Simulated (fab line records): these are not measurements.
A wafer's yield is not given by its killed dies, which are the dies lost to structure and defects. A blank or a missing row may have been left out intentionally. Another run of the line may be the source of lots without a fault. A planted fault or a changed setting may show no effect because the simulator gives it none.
Chamber matching :: flow nand harc :: NHARC_P_GATE_DESCUM_13 on rie diel-03 has 4 sister chambers
The step chemistry O2, time 3 s. 4 wafers are shown with their chamber, then 8 later ones without.

== WAFERS PAIRED WITH THEIR CHAMBERS ==
wafer: L384.1
chamber: 0
drypump motor current A (A): 5.6

wafer: L387.1
chamber: 1
drypump motor current A (A): 6.4

wafer: L387.4
chamber: 3
drypump motor current A (A): 5.3

wafer: L390.2
chamber: 2
drypump motor current A (A): 5.7

== WAFERS WHOSE CHAMBER IS MISSING ==
wafer: L390.3
drypump motor current A (A): 5.2

wafer: L390.4
drypump motor current A (A): 5.5

wafer: L391.2
drypump motor current A (A): 5.5

wafer: L391.5
drypump motor current A (A): 5.3

wafer: L391.6
drypump motor current A (A): 5.5

wafer: L392.2
drypump motor current A (A): 5.7

wafer: L392.3
drypump motor current A (A): 5.6

wafer: L392.6
drypump motor current A (A): 5.7

== WHICH CHAMBER EACH ONE RAN IN ==
wafer: L390.3
from the rows above: 3
in truth: 3

wafer: L390.4
from the rows above: can't be placed: 0 or 2 or 3
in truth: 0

wafer: L391.2
from the rows above: can't be placed: 0 or 2 or 3
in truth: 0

wafer: L391.5
from the rows above: 3
in truth: 3

wafer: L391.6
from the rows above: can't be placed: 0 or 2 or 3
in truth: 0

wafer: L392.2
from the rows above: can't be placed: 2 or 0
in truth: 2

wafer: L392.3
from the rows above: can't be placed: 0 or 2
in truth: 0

wafer: L392.6
from the rows above: can't be placed: 2 or 0
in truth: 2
2 of 8 placed correctly. Not placeable from these rows: 6 (in 6, the candidates include the true chamber). Number placed wrongly: 0.
How it was worked out, from the rows above alone: a wafer's distance from a chamber is the root of the sum, over the readings, of the square of ((its reading less the chamber's mean) divided by the reading's scatter). If the next closest chamber is less than 2 further off than the closest, the wafer can't be placed; otherwise it belongs to the closest. A chamber's mean is the mean of its shown wafers. The scatter: with one shown wafer a chamber, the root of the mean of the squares of how far each hidden wafer lies from its nearest shown one.
